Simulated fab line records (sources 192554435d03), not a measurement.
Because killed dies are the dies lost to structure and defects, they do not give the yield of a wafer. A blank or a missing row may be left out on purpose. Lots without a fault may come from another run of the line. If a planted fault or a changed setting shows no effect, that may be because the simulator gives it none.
fab line records	flow n5Finfet
[record] lots = 11	wafers = 33	lastDay = 18
route steps=1938 shown BEOL_M7@1285
lots that met no fault: from a run of the same line without faults
startH: hours from the record's opening day to when the first of the lot's shown wafers began	waitH: how many hours have passed since the lot's step before this one	" repeats the value in the row above	L1.1+2: several wafers, shown together as one row	- no value, or no start given	* or withheld: withheld	< > ~ a bound
route shown NAME@n: a module of which the file shows steps, and the number in the route of the first	usual: the fault-free wafers' mean and standard deviation	same: alike in all rows	chamber/n: place in a boat	sites: each site's reading	_std_site: the values' standard deviation	_edge_site: mean of outer sites minus mean of inner sites	radiusMm: for every site, how far away it sits from the centre of the wafer	mask NAME#n: copy n	behind: the tool/chamber that last shaped the wafer	hold: why the lot went on hold/how many hours it stayed there/how the hold came to an end	device: names the non-switching transistor (n, p or np)	end of line: the route-end tests of the same wafers	a step given without rows: its recipe and nothing more	killed: at the first sort, the dies lost to defects and structure; wafer yield is something else	map: dies across one wafer; x = killed, . = not, _ = none there
set.NAME: the run value of the setting; set.NAME@STEP: its run value at that earlier step	model.NAME: the simulator's own value behind a step, which no gauge read
one table for each step of the route and one row for each wafer, over a sample of lots
services: the hour from which a tool's chamber was out of use, counted from the record's first day as startH (under 0 if before that day), plus the number of hours and why
[[steps]]
[step N5_BEOL_M7_STRIP_19]
[recipe] chemistry = O2	powerW = 400	tempC = 40	pressureMtorr = 30	rfFrequencyHz = 6e+07	biasPowerW = 0	overashFraction = 0.2	o2FlowSccm = 225
[usual] drypumpMotorCurrentA = 5.57/0.27	o2FlowSccm = 225.1/0.71	oesProductAu = 0.77/0.091	rfVppV = 3.7/0.61	showerheadPlenumPTorr = 2.10/0.06	throttleValvePct = 16.65/0.19
lot.wafer	tool	chamber	startH	waitH	drypumpMotorCurrentA	o2FlowSccm	oesProductAu	rfHoursCounterH	rfVppV	showerheadPlenumPTorr	throttleValvePct
L699.4	rieDiel-05	3	204.38	0.1	5.62	225.5	0.68	218	3.7	2.09	16.85
L699.5	"	2	"	"	5.86	226.0	0.71	-	3.4	2.08	16.76
L699.6	"	3	"	"	5.61	225.2	0.68	-	3.8	2.09	16.84
L700.2	rieDiel-01	0	210.37	0.1	5.29	225.1	0.82	68	3.4	2.12	16.59
L700.4	"	2	"	"	5.38	225.2	0.68	250	4.2	2.07	17.18
L700.6	"	1	"	"	5.52	224.1	0.72	-	4.6	2.09	16.68
L704.3	rieDiel-05	3	238.37	0.1	5.60	226.2	0.66	228	1.9	2.08	16.87
L704.4	"	0	"	"	5.37	225.0	0.87	40	3.8	2.23	16.60
L704.5	"	0	"	"	5.39	225.3	0.87	-	3.6	2.23	16.61
L708.1	rieDiel-05	1	267.12	0.2	5.22	224.7	0.73	170	3.2	2.10	16.54
L708.3	"	0	"	"	5.37	225.9	0.87	49	4.3	2.23	16.61
L708.4	"	2	"	"	5.84	225.0	0.71	238	4.2	2.07	16.80
L709.2	rieDiel-01	3	270.59	0.1	5.67	224.8	0.70	170	4.6	2.00	16.57
L709.4	"	1	"	"	5.51	224.9	0.71	-	3.3	2.08	16.73
L709.6	"	3	"	"	5.66	223.8	0.70	-	3.7	2.00	16.60
L717.1	rieDiel-04	0	312.06	0.2	5.65	224.8	0.90	32	5.0	2.14	16.40
L717.2	"	1	"	"	6.25	224.3	0.97	9	2.9	2.14	16.49
L717.3	"	2	"	"	6.22	224.7	0.82	73	3.1	2.05	16.27
L718.2	rieDiel-05	3	319.32	0.2	5.62	225.7	0.66	248	3.8	2.07	16.88
L718.3	"	1	"	"	5.22	225.6	0.72	183	3.4	2.10	16.56
L718.4	"	0	"	"	5.39	225.3	0.85	-	3.2	2.23	16.62
L719.1	rieDiel-01	3	329.81	0.1	5.67	223.9	0.69	190	4.4	2.00	16.61
L719.5	"	2	"	"	5.41	225.1	0.94	-	4.0	2.06	16.71
L719.6	"	1	"	"	5.56	225.3	0.70	-	4.5	2.08	16.76
L722.2	rieDiel-01	3	335.97	0.1	5.67	224.7	0.70	192	3.9	1.99	16.61
L722.4	"	1	"	"	5.54	225.4	0.70	223	4.4	2.08	16.78
L722.5	"	0	"	"	5.30	225.0	0.77	-	3.7	2.10	16.68
L721.1	rieDiel-05	1	340.43	0.1	5.22	225.1	0.72	192	3.7	2.09	16.56
L721.2	"	0	"	"	5.37	224.4	0.84	68	2.7	2.22	16.65
L721.4	"	3	"	"	5.58	226.0	0.65	-	3.2	2.07	16.90
L720.2	rieDiel-01	2	340.68	0.2	5.37	224.2	0.91	17	3.4	2.06	16.71
L720.3	"	3	"	"	5.66	224.8	0.69	194	3.6	1.99	16.64
L720.4	"	0	"	"	5.30	224.9	0.77	117	2.8	2.10	16.68
[step N5_BEOL_M7_CD_MEAS_18]
[recipe] pitchNm = 80	targetCdNm = 40
[usual] cdNm = 40.1/0.63
lot.wafer	tool	chamber	startH	waitH	cdNm
L699.4	cdSem-03	-	204.46	0.1	39.0
L699.5	"	-	"	"	39.8
L699.6	"	-	"	"	40.3
L700.2	cdSem-01	-	210.44	0.1	39.6
L700.4	"	-	"	"	39.3
L700.6	"	-	"	"	39.5
L704.3	cdSem-02	-	238.45	0.1	39.9
L704.4	"	-	"	"	40.2
L704.5	"	-	"	"	40.1
L708.1	cdSem-03	-	267.19	0.0	40.0
L708.3	"	-	"	"	39.1
L708.4	"	-	"	"	39.0
L709.2	cdSem-03	-	270.67	0.1	39.2
L709.4	"	-	"	"	39.7
L709.6	"	-	"	"	40.5
L717.1	cdSem-02	-	312.13	0.0	39.4
L717.2	"	-	"	"	39.8
L717.3	"	-	"	"	39.6
L718.2	cdSem-02	-	319.39	0.1	40.7
L718.3	"	-	"	"	39.9
L718.4	"	-	"	"	40.3
L719.1	cdSem-01	-	329.88	0.0	40.0
L719.5	"	-	"	"	39.7
L719.6	"	-	"	"	40.2
L722.2	cdSem-01	-	336.04	0.1	39.9
L722.4	"	-	"	"	40.5
L722.5	"	-	"	"	40.7
L721.1	cdSem-03	-	340.51	0.1	40.6
L721.2	"	-	"	"	41.1
L721.4	"	-	"	"	41.0
L720.2	cdSem-02	-	340.75	0.1	40.8
L720.3	"	-	"	"	40.6
L720.4	"	-	"	"	41.2
[step N5_BEOL_M7_ETCH_41]
[recipe] chemistry = CH3F/O2	target = SiCN	targetDepthA = 319	taperDeg = 2	timeS = 57.8	ionEnergyEv = 120	maskMaterial = TiN	pressureMtorr = 30	sourceW = 395	biasW = 75	Ar_flow_sccm = 150	CH3F_flow_sccm = 30	O2_flow_sccm = 20
[usual] drypumpMotorCurrentA = 5.7/0.35	oesProductAu = 0.80/0.1	rfFwdPowerW = 391.8/1.4	rfVppV = 297.4/1.4	showerheadPlenumPTorr = 2.00/0.057	throttleValvePct = 16.22/0.24
lot.wafer	tool	chamber	startH	waitH	drypumpMotorCurrentA	oesProductAu	rfFwdPowerW	rfHoursCounterH	rfVppV	showerheadPlenumPTorr	throttleValvePct
L699.4	rieDiel-05	2	205.22	-	5.8	0.71	392.2	220	296.2	1.98	16.41
L699.5	"	1	"	"	5.2	0.76	391.1	-	296.8	2.00	16.09
L699.6	"	0	"	"	5.4	0.90	388.4	-	298.0	2.15	16.29
L700.2	rieDiel-05	3	211.27	-	5.6	0.67	391.6	220	297.0	2.00	16.54
L700.4	"	2	"	"	5.9	0.70	391.2	222	297.6	1.98	16.40
L700.6	"	3	"	"	5.6	0.66	391.5	-	297.8	2.00	16.53
L704.3	rieDiel-01	0	239.91	-	5.3	0.81	393.0	78	298.5	2.03	16.28
L704.4	"	3	"	"	5.7	0.72	390.1	-	296.0	1.90	16.12
L704.5	"	1	"	"	5.4	0.72	392.1	-	299.5	1.98	16.29
L708.1	rieDiel-05	0	269.11	-	5.4	0.81	294.9	49	328.4	2.14	16.32
L708.3	"	2	"	"	5.9	0.65	298.1	238	324.0	1.98	16.46
L708.4	"	3	"	"	5.6	0.63	300.3	236	324.5	1.99	16.58
L709.2	rieDiel-05	1	271.96	-	5.2	0.68	296.6	172	325.3	1.99	16.15
L709.4	"	3	"	"	5.6	0.62	300.8	238	324.3	1.99	16.57
L709.6	"	1	"	"	5.2	0.68	297.5	-	325.7	1.99	16.12
L717.1	rieDiel-01	2	313.13	-	5.4	0.96	390.1	7	295.8	1.97	16.38
L717.2	"	3	"	"	5.7	0.68	392.2	185	294.6	1.89	16.17
L717.3	"	0	"	"	5.3	0.78	392.4	108	297.1	2.02	16.35
L718.2	rieDiel-01	0	324.48	-	5.3	0.78	394.1	112	298.9	2.02	16.36
L718.3	"	3	"	"	5.7	0.69	391.0	189	295.5	1.89	16.17
L718.4	"	1	"	"	5.6	0.70	392.8	219	297.0	1.97	16.37
L719.1	rieDiel-01	0	331.27	-	5.3	0.78	392.5	114	298.4	2.02	16.37
L719.5	"	0	"	"	5.3	0.76	392.1	-	298.0	2.02	16.38
L719.6	"	3	"	"	5.7	0.69	392.2	-	294.1	1.89	16.18
L722.2	rieDiel-04	3	339.06	-	5.9	0.85	390.9	45	298.2	2.04	16.20
L722.4	"	1	"	"	6.3	0.96	390.2	17	298.3	2.04	16.13
L722.5	"	0	"	"	5.6	0.89	388.5	-	299.3	2.05	16.13
L721.1	rieDiel-01	1	341.48	-	5.5	0.70	393.7	225	297.3	1.97	16.36
L721.2	"	0	"	"	5.3	0.77	390.2	118	296.6	2.02	16.37
L721.4	"	2	"	"	5.4	0.91	392.2	18	297.0	1.97	16.41
L720.2	rieDiel-04	2	341.66	-	6.2	0.81	391.9	82	295.8	1.93	15.79
L720.3	"	3	"	"	5.9	0.85	391.7	46	298.9	2.04	16.19
L720.4	"	0	"	"	5.6	0.88	390.1	41	298.6	2.05	16.14
[step N5_BEOL_M7_DEGAS_44]
[recipe] ambient = vacuum	tempC = 250	timeS = 60
[usual] heaterPowerW = 341/41	susceptorTempC = 250.01/0.17
lot.wafer	tool	chamber	startH	waitH	heaterPowerW	susceptorTempC
L699.4	pvdSputter-01	-	206.02	0.3	378	249.83
L699.5	"	-	"	"	326	250.04
L699.6	"	-	"	"	349	249.82
L700.2	pvdSputter-03	-	212.62	0.9	313	250.23
L700.4	"	-	"	"	294	250.01
L700.6	"	-	"	"	325	249.99
L704.3	pvdSputter-03	-	240.68	0.2	352	250.22
L704.4	"	-	"	"	361	250.01
L704.5	"	-	"	"	371	249.63
L708.1	pvdSputter-01	-	270.40	0.8	341	249.93
L708.3	"	-	"	"	374	250.04
L708.4	"	-	"	"	376	249.83
L709.2	pvdSputter-01	-	274.01	1.5	353	249.87
L709.4	"	-	"	"	323	250.10
L709.6	"	-	"	"	358	249.99
L717.1	pvdSputter-03	-	314.13	0.6	359	249.92
L717.2	"	-	"	"	359	250.22
L717.3	"	-	"	"	329	250.03
L718.2	pvdSputter-03	-	325.32	0.4	347	250.07
L718.3	"	-	"	"	297	249.91
L718.4	"	-	"	"	366	249.66
L719.1	pvdSputter-01	-	332.12	0.5	341	250.08
L719.5	"	-	"	"	355	250.15
L719.6	"	-	"	"	319	250.22
L722.2	pvdSputter-02	-	339.80	0.3	277	250.11
L722.4	"	-	"	"	314	250.08
L722.5	"	-	"	"	419	250.19
L721.1	pvdSputter-02	-	342.42	0.6	280	250.03
L721.2	"	-	"	"	417	249.91
L721.4	"	-	"	"	315	249.69
L720.2	pvdSputter-02	-	342.50	0.3	319	249.84
L720.3	"	-	"	"	424	250.12
L720.4	"	-	"	"	377	250.06
[[services]]
tool	chamber	startH	hours	kind
rieDiel-04	3	184.80	-	clean
rieDiel-04	3	184.80	-	consumableReplace:focusRing
rieDiel-04	3	184.80	21.8	scheduledDown
rieDiel-05	3	190.29	7.9	repair
rieDiel-01	1	194.00	11.3	repair
rieDiel-01	0	197.51	3.7	repair
rieDiel-01	3	226.04	5.8	repair
rieDiel-01	2	236.17	32.3	repair
rieDiel-01	-	236.82	0.8	repair
rieDiel-04	1	253.83	13.9	repair
rieDiel-01	2	268.72	-	clean
rieDiel-01	2	268.72	-	consumableReplace:focusRing
rieDiel-01	2	268.72	27.5	scheduledDown
rieDiel-01	2	268.72	27.5	ventCycle
rieDiel-01	1	279.30	8.4	repair
rieDiel-01	3	286.15	4.1	repair
rieDiel-04	3	287.19	4.6	repair
pvdSputter-02	-	288.76	8.9	repair
rieDiel-05	-	295.90	14.6	pm
rieDiel-05	2	318.19	-	clean
rieDiel-05	2	318.19	-	consumableReplace:focusRing
rieDiel-05	2	318.19	28.1	scheduledDown
rieDiel-05	2	318.19	28.1	ventCycle
pvdSputter-01	-	326.48	1.0	repair
[[key]]
[firstSign] step = N5_BEOL_M7_ETCH_41	reading = rfFwdPowerW	direction = down	sigmas = 65	usual = *	struck = *
[effect] step = N5_BEOL_M7_ETCH_41	reading = rfVppV	direction = up	sigmas = 20	usual = 297.4	struck = 325.4
metAt N5_BEOL_M7_ETCH_41
struckLots L708,L709
notActingAt N5_BEOL_M7_STRIP_19,N5_BEOL_M7_CD_MEAS_18,N5_BEOL_M7_DEGAS_44
onsetBetween 211.27 269.11
[fault] kind = processParameterDrift	tool = rieDiel-05	chamber = -	onsetH = 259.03	steps = N5_BEOL_M7_ETCH_41	channel = sourceW	offset = -94.8	shape = step	endH = 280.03	actsIn = theseRecipesOnly	stated = 395
